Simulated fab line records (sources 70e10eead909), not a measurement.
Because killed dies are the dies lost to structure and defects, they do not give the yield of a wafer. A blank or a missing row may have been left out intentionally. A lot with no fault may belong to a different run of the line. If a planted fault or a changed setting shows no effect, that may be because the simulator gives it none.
Comparing a struck lot with a sound one || flow nandHarc || 16 steps out of a route of 1302
Sound: the wafers L104.2, L104.3, L104.5. Wafers L992.1, L992.4, L992.6 were the ones struck. The cause comes at the end.
At each step with rows: each side's tool, then ch and its chambers, then its first start. Under that, the readings that differ: sound wafers || struck wafers || difference of the means || sigmas: that difference in standard deviations of wafers without a fault.
alike: readings whose means differ by less than 2 such deviations, and words and numbers that are the same on both sides. not compared: withheld readings, readings that some wafer has no value for, bounds like >300 that may hide the same value, and numbers for which the record gives no deviation and whose values overlap.
A row with sigmas, a row that says differs or no value, or rows on one side alone: a step with any of these is where the two part. Non-overlapping numbers with no deviation appear without sigmas and do not part them. A reading that every wafer of one side lacks parts them only if that side has two wafers or more.

NHARC_A_ONON_D2_THK_MEAS_02: measures by ellipsometry.
  sound: filmMetro-01 at day 19 02:40; struck: filmMetro-01 at day 14 05:05
{"reading": "thkNm (nm)", "sound": "993 992 990", "struck": "1011 1010 1010", "difference": "+19", "sigmas": "+2"}
then, 1 step without rows for these wafers: NHARC_A_ONON_D2_DEP_03 (target thk 1000 nm).
NHARC_A_ONON_D2_THK_MEAS_05: measures by ellipsometry.
  sound: filmMetro-02 at day 19 03:14; struck: filmMetro-02 at day 14 05:40
  alike: thkNm
then, 1 step without rows for these wafers: NHARC_A_ONON_D2_DEP_06 (target thk 1000 nm).
NHARC_A_ONON_D2_THK_MEAS_08: measures by ellipsometry.
  sound: filmMetro-01 at day 19 03:48; struck: filmMetro-02 at day 14 06:14
  alike: thkNm
then, 1 step without rows for these wafers: NHARC_A_ONON_D2_DEP_09 (target thk 1000 nm).
NHARC_A_ONON_D2_THK_MEAS_11: measures by ellipsometry.
  sound: filmMetro-02 at day 19 04:22; struck: filmMetro-02 at day 14 06:48
  alike: thkNm
then, 1 step without rows for these wafers: NHARC_A_ONON_D2_DEP_12 (target thk 1000 nm).
NHARC_A_ONON_D2_THK_MEAS_14: measures by ellipsometry.
  sound: filmMetro-02 at day 19 04:56; struck: filmMetro-01 at day 14 07:22
  alike: thkNm
then, 2 steps without rows for these wafers: NHARC_A_ONON_D2_ANNEAL_15 (time 3600 s); NHARC_A_ONON_D2_DEP_16 (target thk 1000 nm).
NHARC_A_ONON_D2_THK_MEAS_18: measures by ellipsometry.
  sound: filmMetro-01 at day 19 09:52; struck: filmMetro-02 at day 14 15:07
  alike: thkNm
NHARC_A_ONON_D2_DEP_19: target thk 1000 nm.
  sound on pecvdOnon-02 ch 0, day 19 09:58; struck on pecvdOnon-02 ch 0, day 14 15:11
  alike: nh3FlowSccm
NHARC_A_ONON_D2_THK_MEAS_21: measures by ellipsometry.
  sound: filmMetro-01 at day 19 10:26; struck: filmMetro-01 at day 14 15:41
{"reading": "thkNm (nm)", "sound": "1012 1013 1013", "struck": "1509 1507 1507", "difference": "+495", "sigmas": "+58"}
then, 1 step without rows for these wafers: NHARC_A_ONON_D2_DEP_22 (target thk 1000 nm).
-- record jumps: 12 days between struck wafers' starts before vs after; left off in module A_ONON_D2, resumes in module END, first step shown is number 1302 of the route --
NHARC_END_SORT_01:
  sound on prober-01 ch 0, day 30 17:03; struck on prober-02 ch 0, day 26 03:54
{"reading": "killedAtArray", "sound": 57, "struck": "674 676 675", "difference": "+618", "sigmas": "+34"}
{"reading": "killedDies", "sound": 61, "struck": "677 677 677", "difference": "+616", "sigmas": "+36"}
  alike: killedAtOther, killedAtPeriphery, killedOpen, killedShort

== WHERE THEY PART ==
Last at NHARC_END_SORT_01 as far as this record goes, first at NHARC_A_ONON_D2_THK_MEAS_02.

WHY: the cause the simulator had injected
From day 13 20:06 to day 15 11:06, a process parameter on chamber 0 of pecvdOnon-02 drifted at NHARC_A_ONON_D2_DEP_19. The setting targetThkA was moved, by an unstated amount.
